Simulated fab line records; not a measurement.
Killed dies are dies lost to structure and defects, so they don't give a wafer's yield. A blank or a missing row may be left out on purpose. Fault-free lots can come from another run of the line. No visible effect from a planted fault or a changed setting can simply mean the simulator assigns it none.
Comparing a struck lot with a sound one :: flow nandHarc :: 14 steps out of a route of 1159
Sound: wafers L136.2, L136.5, L136.6. The struck wafers were L140.1, L140.2, L140.3. The cause is named last.
Per side, at each step with rows, come the tool, then ch with its chambers, and then its first start. Under that, the readings that differ: sound wafers :: struck wafers :: difference of the means :: sigmas: that difference in standard deviations of wafers without a fault.
alike: words and numbers the same on both sides, and readings whose means are apart by under 2 such deviations; not compared: readings that were withheld, readings missing a value for some wafer, numbers with overlapping values and no deviation given by the record, and bounds like >300 which may hide the same value.
The two part at a step that has a row with sigmas, a row that says differs or no value, or rows on one side only. Numbers that have no deviation but don't overlap get no sigmas and don't part them. Lack of a reading on every wafer of one side parts them only where that side has two or more wafers.

NHARC_A_M1_INSPECT_27:
  sound on defectInspect-01, day 19 11:01; struck on defectInspect-02, day 20 08:50
  alike: rawDefectCount
NHARC_A_M1_PRE_CLEAN_32: time 12 s.
  sound on pecvd-01 ch 0,1,2, day 19 11:05; struck on pecvd-04 ch 0,1,2, day 20 08:53
  alike: heaterPowerOuterW, heaterPowerW
NHARC_A_M1_DEP_33: deposits SiCN, target thk 30 nm.
  sound on pecvd-01 ch 0,1,2, day 19 11:10; struck on pecvd-04 ch 0,1,2, day 20 08:58
  alike: heaterPowerOuterW, heaterPowerW
NHARC_A_BONDPAD_DEP_00: deposits SiCN, target thk 250 nm.
  sound on pecvd-02 ch 1,2, day 19 11:43; struck on pecvd-02 ch 0,1,2, day 20 09:32
  alike: heaterPowerOuterW, heaterPowerW
NHARC_A_BONDPAD_CMP_29: polishes SiCN, target thk 200 nm.
  sound on cmp-03 ch 0,1, day 19 12:07; struck on cmp-03 ch 1,2,3, day 20 09:56
  alike: motorCurrentA
NHARC_A_BONDPAD_THK_MEAS_30: measures by ellipsometry.
  sound on filmMetro-02, day 19 12:22; struck on filmMetro-01, day 20 10:11
  alike: thkNm
then, 5 steps without rows for these wafers: NHARC_A_BONDPAD_SRD_31; NHARC_A_BONDPAD_DEHYDRATE_01 (time 120 s); NHARC_A_BONDPAD_HMDS_02 (time 30 s); NHARC_A_BONDPAD_COAT_33 (time 65 s); NHARC_A_BONDPAD_COAT_03 (resist thk 600 nm).
NHARC_A_BONDPAD_SOFTBAKE_04: time 70 s.
  sound on lithoTrack-07 ch 0, day 19 12:00; struck on lithoTrack-05 ch 0, day 20 10:00
reading: heaterPowerTotalW (W)
sound: 202.5 200.6 202.6
struck: 233.8 232.3 233.1
difference: +31.2
sigmas: +24
  alike: resistLineTempC
then, 1 step without rows for these wafers: NHARC_A_BONDPAD_EBR_05.
NHARC_END_SORT_01:
  at this point the record logs the struck wafers (prober-02 ch 0, day 21 14:41) and has no rows for the sound ones

== WHERE THEY PART ==
Earliest at NHARC_A_BONDPAD_SOFTBAKE_04; latest, in this record, at NHARC_END_SORT_01.

WHY: what the simulator had put in
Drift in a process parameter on lithoTrack-05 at NHARC_A_BONDPAD_SOFTBAKE_04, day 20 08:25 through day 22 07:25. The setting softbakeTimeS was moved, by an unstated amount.
